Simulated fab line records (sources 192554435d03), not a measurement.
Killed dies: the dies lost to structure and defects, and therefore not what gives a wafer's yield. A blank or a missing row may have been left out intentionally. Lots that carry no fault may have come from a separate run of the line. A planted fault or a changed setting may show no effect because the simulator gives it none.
Problem report, 8D (eight disciplines) form, completed by code + flow n5Finfet + the parts of the form that need people (team, actions taken, sign-off) are left out

== 1. THE ISSUE ==
sort_bin_5_function at N5_PASSIVATION_PROBE_49 reads a mean of 95.9 % on 6 wafers of 2 lots; wafers without a fault read 5.1 % with a standard deviation of 0.85. So: +99 or more standard deviations from the usual mean.
The first sign was on wafer L715.1 at day 18 04:56, on prober-01. The record holds 6 wafers of 2 lots with a number at this step. By rule, "out" or "out of limits" means more than 4 standard deviations away from the usual mean. The other wafers with a number count as sound.

== 2. WHAT IT IS, WHAT IT ISN'T ==
| question                    | is                                                                                                          | is not                                                                                             |
|-----------------------------|-------------------------------------------------------------------------------------------------------------|----------------------------------------------------------------------------------------------------|
| which readings at this step | sort_bin_5_function, defectLimitedYield, killedAtFrontEnd, killedDies, killedOnRim, sortNPass, sortYieldPct | killed_at_M0_to_M3, killed_at_M4_up, killedAtContacts, killedAtOther, killedOpen, sort_bin_8_speed |
| which lots                  | L715, L716                                                                                                  | -                                                                                                  |
| which wafers of those lots  | all that have a number                                                                                      | -                                                                                                  |
| read on which tools         | prober-01                                                                                                   | -                                                                                                  |
| when                        | from day 18 04:56                                                                                           | up to then (0 sound wafers)                                                                        |

== 3. SUSPECTS, AND WHAT RULES EACH OUT ==
Counting: a tool stays on the suspect list if, at a process step up to the reading, it processed all lots that are out and no sound lot following the first of them.
- cmp-02 at N5_HKMG_FIN_CMP_23 (polishes, stops on SiNx, t overpolish 10 s, target thk 46.326 nm): kept. It ran every lot that is out, first L715 (day 8 17:05), and no sound lot after that.
- cmp-02 at N5_HKMG_FIN_CMP_94 (polishes, stops on SiNx, t overpolish 4.7 s, target thk 43.299 nm): kept. It ran every lot that is out, first L715 (day 8 17:34), and no sound lot after that.
- rieMetal-03 at N5_GATE_CUT_ETCHBACK_00 (etches W in SF6/Cl2): kept. It ran every lot that is out, first L715 (day 8 17:50), and no sound lot after that.
- prober-01 at N5_PASSIVATION_PROBE_49: kept. It ran every lot that is out, first L715 (day 18 04:56), and no sound lot after that. Out on those wafers are its own readings of defectLimitedYield, killedAtFrontEnd, killedDies, killedOnRim, sort_bin_5_function, sortNPass, sortYieldPct.
Left after counting: cmp-02 at N5_HKMG_FIN_CMP_23, cmp-02 at N5_HKMG_FIN_CMP_94, rieMetal-03 at N5_GATE_CUT_ETCHBACK_00, prober-01 at N5_PASSIVATION_PROBE_49.

== 4. THE CAUSE (what the simulator had put in) ==
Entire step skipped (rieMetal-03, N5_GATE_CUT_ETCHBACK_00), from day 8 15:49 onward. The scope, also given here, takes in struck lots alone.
Counting leaves 4 suspects; this tool is one of them.

== 5. THE CHAIN OF EFFECTS, in route order ==
Each row: a reading whose mean over the struck wafers that have a number lies more than 3 standard deviations from the usual. Scope: only readings with a usual standard deviation given in the record; hours: median across lots of the time from each lot's start at the first step in this table that gives one to its start at this step; sigmas: change in usual standard deviations.
| hours | step                    | reading             | usual  | on struck wafers | change | sigmas      |
|-------|-------------------------|---------------------|--------|------------------|--------|-------------|
| 0     | N5_PASSIVATION_PROBE_49 | defectLimitedYield  | 91.1 % | 0.0              | -91.1  | -70         |
| 0     | N5_PASSIVATION_PROBE_49 | killedAtFrontEnd    | 41     | 1119             | +1078  | +98         |
| 0     | N5_PASSIVATION_PROBE_49 | killedDies          | 104    | 1180             | +1076  | +67         |
| 0     | N5_PASSIVATION_PROBE_49 | killedOnRim         | 14     | 152              | +138   | +34         |
| 0     | N5_PASSIVATION_PROBE_49 | sort_bin_5_function | 5.1 %  | 95.9             | +90.8  | +99 or more |
| 0     | N5_PASSIVATION_PROBE_49 | sortNPass           | 1075   | 0                | -1075  | -67         |
| 0     | N5_PASSIVATION_PROBE_49 | sortYieldPct        | 91.1 % | 0.0              | -91.1  | -65         |
Process steps it contains:
- N5_PASSIVATION_PROBE_49
Readings that are blank on the struck wafers while sound wafers have them: SF6_flow_sccm at N5_GATE_CUT_ETCHBACK_00; biasW at N5_GATE_CUT_ETCHBACK_00; drypumpMotorCurrentA at N5_GATE_CUT_ETCHBACK_00; oesProductAu at N5_GATE_CUT_ETCHBACK_00; throttleValvePct at N5_GATE_CUT_ETCHBACK_00.

== 6. WHAT WOULD HAVE CAUGHT IT SOONER ==
The fault began at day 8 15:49; the first out-of-limits reading in this record came at day 18 04:56, 229 hours later.
At N5_GATE_CUT_ETCHBACK_00 the tool's readings are blank on the struck wafers, where sound wafers have them: an empty tool record is the first sign, and it was there at once.
By day 18 04:56 the whole set of lots that are out, 2 in number, had already begun N5_GATE_CUT_ETCHBACK_00 on rieMetal-03. Holding the tool at that point would not have protected any of them.
